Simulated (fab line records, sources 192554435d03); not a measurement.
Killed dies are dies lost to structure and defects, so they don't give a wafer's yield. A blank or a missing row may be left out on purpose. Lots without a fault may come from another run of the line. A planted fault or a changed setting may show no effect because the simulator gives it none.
fab line records | flow n5_finfet | part 2 of 2: steps 23 to 27 of 27
record lots=5 wafers=15 last_day=17
route steps=1938 shown BEOL_M4@1037
lots that met no fault: from a run of the same line without faults
start_h: hours from the record's first day to the start of the lot's first wafer shown | wait_h: hours since the lot's step before | " the same as in the row above | L1.1+2: a row that stands for several wafers | - no value, or no start given | * or withheld: withheld | < > ~ a bound
route shown NAME@n: a module of which the file shows steps, and the number in the route of the first | usual: mean/standard deviation of fault-free wafers | same: alike in all rows | chamber/n: place in a boat | sites: the reading at each site | _std_site: their standard deviation | _edge_site: outer sites' mean less inner sites' | radius_mm: how far each site lies from the wafer's centre | mask NAME#n: copy n | behind: the tool/chamber that last shaped the wafer | hold: why the lot was held/for how many hours/how that ended | device: the transistor (n, p or np) that didn't switch | end of line: the same wafers' tests at the end of the route | a step without rows: its recipe alone | killed: dies lost to structure and defects at the first sort, not the wafer's yield | map: a wafer's dies, x killed, . not, _ none there
set.NAME: the setting as run; set.NAME@STEP: as run at that earlier step | model.NAME: the simulator's own value behind a step, which no gauge read
lots at some steps of the route; a table a step, a row a wafer
services: from which hour (start_h, from the record's first day; less than 0 if before it) a tool's chamber was out of use, for how many hours, and why
## steps
# step N5_BEOL_M4_DESCUM_33
# recipe chemistry=O2 time_s=7 source_power_w=50 bias_power_w=20 pressure_mtorr=20 rf_frequency_hz=2.712e+07 temp_c=40 resist=CAR-EUV o2_flow_sccm=225
# usual drypump_motor_current_A=5.9/0.42 oes_product_au=0.77/0.071 rf_vpp_V=243.2/1.1 showerhead_plenum_p_Torr=2.09/0.064 throttle_valve_pct=20.4/0.34
# columns lot.wafer tool chamber start_h wait_h drypump_motor_current_A oes_product_au rf_hours_counter_h rf_vpp_V showerhead_plenum_p_Torr throttle_valve_pct
L075.2 rie_diel-03 1 186.10 0.0 5.5 0.81 76 244.5 2.12 20.6
L075.4 " 0 " " 6.1 0.71 177 242.8 2.12 21.0
L075.6 " 2 " " 5.4 0.73 - 243.0 2.05 20.0
L077.1 rie_diel-01 3 190.14 0.0 6.1 0.71 229 243.1 2.08 21.0
L077.5 " 1 " " 6.0 0.72 - 241.8 1.98 20.3
L077.6 " 2 " " 6.2 0.90 - 245.6 2.14 20.6
L079.1 rie_diel-03 1 192.44 0.0 5.5 0.82 78 244.3 2.12 20.6
L079.2 " 3 " " 6.3 0.85 81 243.4 2.01 19.9
L079.5 " 3 " " 6.3 0.84 - 241.7 2.01 19.9
L088.1 rie_diel-06 1 248.44 0.0 6.5 0.98 2 244.6 2.11 20.1
L088.4 " 2 " " 5.4 0.72 217 244.3 2.07 20.3
L088.5 " 1 " " 6.5 0.99 - 243.1 2.11 20.1
L095.2 rie_diel-03 0 304.81 0.0 6.1 0.68 216 241.8 2.11 21.1
L095.5 " 2 " " 5.4 0.69 - 243.7 2.03 20.1
L095.6 " 1 " " 5.4 0.77 - 243.4 2.11 20.6
# step N5_BEOL_M4_ETCH_77
# recipe chemistry=N2/H2 target=underlayer target_depth_a=65 mask_material=CAR-EUV time_s=5.2 ion_energy_ev=200 pressure_mtorr=30 source_w=840 bias_w=150 n2_flow_sccm=200 h2_flow_sccm=200 ends=cleared
# usual bias_w=150.0/0.46 drypump_motor_current_A=5.9/0.42 etch_rf_on_time_s=5.30/0.16 oes_product_au=0.65/0.055 rf_vpp_V=523.8/2.2 showerhead_plenum_p_Torr=2.54/0.072 throttle_valve_pct=17.85/0.21
# columns lot.wafer tool chamber start_h wait_h bias_w drypump_motor_current_A etch_rf_on_time_s oes_product_au rf_hours_counter_h rf_vpp_V showerhead_plenum_p_Torr throttle_valve_pct
L075.2 rie_diel-03 1 186.13 0.0 149.5 5.5 5.33 0.68 76 523.6 2.59 17.99
L075.4 " 0 " " 150.1 6.1 5.05 0.62 177 526.2 2.50 17.97
L075.6 " 2 " " 149.5 5.4 5.38 0.61 - 523.6 2.55 17.83
L077.1 rie_diel-01 3 190.17 0.0 150.4 6.1 4.82 0.63 229 521.5 2.51 18.27
L077.5 " 1 " " 149.8 6.0 5.33 0.60 - 521.5 2.40 17.63
L077.6 " 2 " " 150.6 6.2 5.14 0.76 - 524.8 2.59 17.87
L079.1 rie_diel-03 1 192.47 0.0 149.5 5.5 5.32 0.69 78 524.4 2.58 18.02
L079.2 " 3 " " 150.0 6.3 5.37 0.70 81 524.4 2.46 17.40
L079.5 " 3 " " 150.3 6.3 5.31 0.70 - 522.2 2.46 17.41
L088.1 rie_diel-06 1 248.48 0.0 149.9 6.5 5.14 0.80 2 525.3 2.61 17.81
L088.4 " 2 " " 149.9 5.4 5.56 0.60 217 522.1 2.52 17.87
L088.5 " 1 " " 149.8 6.5 5.13 0.83 - 524.8 2.61 17.84
L095.2 rie_diel-03 0 304.84 0.0 150.7 6.1 5.18 0.59 216 520.2 2.48 18.02
L095.5 " 2 " " 150.7 5.4 5.47 0.58 - 521.7 2.53 17.89
L095.6 " 1 " " 149.8 5.5 5.30 0.66 - 523.8 2.57 18.06
# step N5_BEOL_M4_ETCH_69
# recipe chemistry=CF4 target=SiARC target_depth_a=156 mask_material=CAR-EUV time_s=26 ion_energy_ev=80 pressure_mtorr=40 source_w=545 bias_w=36 Ar_flow_sccm=100 cf4_flow_sccm=100 ends=cleared
# usual bias_w=36.02/0.095 drypump_motor_current_A=5.9/0.42 etch_rf_on_time_s=26.4/0.89 oes_product_au=0.65/0.057 rf_vpp_V=184.0/0.94 showerhead_plenum_p_Torr=2.14/0.056 throttle_valve_pct=15.68/0.22
# columns lot.wafer tool chamber start_h wait_h bias_w drypump_motor_current_A etch_rf_on_time_s oes_product_au rf_hours_counter_h rf_vpp_V showerhead_plenum_p_Torr throttle_valve_pct
L075.2 rie_diel-03 1 186.15 0.0 36.06 5.5 26.3 0.70 76 185.6 2.18 15.80
L075.4 " 0 " " 36.03 6.1 25.0 0.62 177 184.8 2.14 15.93
L075.6 " 2 " " 36.10 5.4 26.6 0.61 - 183.7 2.12 15.43
L077.1 rie_diel-01 3 190.19 0.0 35.86 6.1 24.5 0.62 229 183.4 2.11 15.96
L077.5 " 1 " " 36.02 6.0 26.8 0.59 - 183.4 2.05 15.65
L077.6 " 2 " " 36.09 6.2 25.8 0.76 - 184.7 2.18 15.63
L079.1 rie_diel-03 1 192.49 0.0 35.97 5.4 26.3 0.69 78 184.0 2.18 15.81
L079.2 " 3 " " 35.96 6.3 26.5 0.70 81 183.9 2.09 15.27
L079.5 " 3 " " 36.13 6.3 26.5 0.70 - 184.1 2.09 15.27
L088.1 rie_diel-06 1 248.49 0.0 36.03 6.5 25.5 0.83 2 183.3 2.19 15.46
L088.4 " 2 " " 35.94 5.4 27.1 0.60 217 184.8 2.11 15.60
L088.5 " 1 " " 35.93 6.5 25.5 0.82 - 184.7 2.19 15.45
L095.2 rie_diel-03 0 304.86 0.0 36.03 6.1 25.5 0.59 216 184.3 2.13 16.06
L095.5 " 2 " " 35.99 5.3 27.5 0.57 - 183.7 2.11 15.51
L095.6 " 1 " " 35.95 5.5 26.3 0.66 - 184.1 2.16 15.88
# step N5_BEOL_M4_ALD_98
# recipe material=SiO2 target_thk_a=25 temp_c=100 ald_precursor_family=BDEAS ald_co_reactant=O2-plasma pulse_time_s=1 co_reactant_pulse_time_s=1 purge_time_s=2 co_reactant_purge_time_s=2 ald_cycles=17 pressure_torr=2
# usual heater_power_w=81/7.1 precursor_pulse_height_rel=1.001/0.02
# columns lot.wafer tool chamber start_h wait_h heater_power_w precursor_pulse_height_rel
L075.2 ald_sin-04 0 186.39 0.2 79 0.998
L075.4 " 1 " " 78 1.006
L075.6 " 0 " " 79 1.005
L077.1 ald_sin-02 1 190.27 0.1 90 0.978
L077.5 " 3 " " 82 0.978
L077.6 " 1 " " 91 0.993
L079.1 ald_sin-02 1 192.61 0.1 90 1.013
L079.2 " 3 " " 83 0.984
L079.5 " 3 " " 82 0.977
L088.1 ald_sin-02 0 248.76 0.2 70 1.000
L088.4 " 2 " " 73 1.029
L088.5 " 2 " " 73 1.024
L095.2 ald_sin-03 0 304.94 0.1 88 0.999
L095.5 " 3 " " 75 1.006
L095.6 " 2 " " 90 0.996
# step N5_BEOL_M4_ETCHBACK_99
# recipe chemistry=CHF3 target=SiO2 target_depth_a=50 time_s=10.4 source_w=215 bias_w=47 Ar_flow_sccm=200 CHF3_flow_sccm=12 ion_energy_ev=100 pressure_mtorr=30
# usual bias_w=47.01/0.15 drypump_motor_current_A=5.9/0.42 oes_product_au=0.77/0.072 rf_vpp_V=239/6.2 showerhead_plenum_p_Torr=2.16/0.059 throttle_valve_pct=17.14/0.22
# columns lot.wafer tool chamber start_h wait_h bias_w drypump_motor_current_A oes_product_au rf_hours_counter_h rf_vpp_V showerhead_plenum_p_Torr throttle_valve_pct
L075.2 rie_diel-03 2 187.37 0.9 47.21 5.4 0.71 183 244 2.13 16.85
L075.4 " 1 " " 46.79 5.5 0.81 76 240 2.18 17.24
L075.6 " 3 " " 47.02 6.3 0.83 - 240 2.09 16.67
L077.1 rie_diel-01 1 194.13 3.8 47.20 6.0 0.71 176 242 2.07 17.18
L077.5 " 0 " " 46.96 6.5 0.76 - 244 2.23 17.13
L077.6 " 3 " " 46.95 6.1 0.72 - 245 2.12 17.43
L079.1 rie_diel-03 0 210.96 18.3 46.89 6.1 0.71 184 223 2.16 17.51
L079.2 " 3 " " 47.15 6.3 0.83 88 240 2.08 16.68
L079.5 " 3 " " 47.20 6.3 0.82 - 241 2.08 16.66
L088.1 rie_diel-06 3 248.94 0.1 47.22 5.3 0.81 62 243 2.21 17.21
L088.4 " 0 " " 47.18 5.8 0.76 146 228 2.25 17.17
L088.5 " 1 " " 47.11 6.5 0.97 - 246 2.21 17.01
L095.2 rie_diel-03 0 309.78 4.8 46.73 6.1 0.67 217 224 2.15 17.57
L095.5 " 3 " " 47.12 6.3 0.79 - 240 2.07 16.74
L095.6 " 0 " " 46.87 6.1 0.67 - 228 2.15 17.57
## services
# columns tool chamber start_h hours kind
ald_sin-04 2 164.94 4.4 repair
rie_metal-03 1 165.66 1.4 repair
ald_sin-03 0 168.46 15.3 repair
ald_sin-02 0 176.86 13.6 repair
euv_scanner-01 - 185.91 1.0 pm
euv_scanner-02 - 187.67 1.0 pm
rie_metal-01 - 188.23 0.6 repair
euv_scanner-01 - 198.37 0.8 repair
euv_scanner-02 - 207.19 5.8 pm
ald_sin-04 3 221.86 24.5 repair
rie_diel-03 - 222.26 2.8 pm
ald_sin-03 2 226.12 7.1 repair
ald_sin-02 1 226.49 5.0 repair
ald_sin-02 - 236.11 2.8 pm
euv_scanner-01 - 242.06 1.0 pm
euv_scanner-02 - 243.82 1.0 pm
euv_scanner-01 - 252.43 4.6 pm
euv_scanner-01 - 258.80 0.1 repair
euv_scanner-01 - 278.63 0.7 repair
ald_sin-02 2 279.15 34.5 repair
ald_sin-02 0 293.05 6.5 repair
euv_scanner-01 - 298.21 1.0 pm
euv_scanner-02 - 299.97 1.0 pm
rie_diel-06 3 307.81 6.7 repair
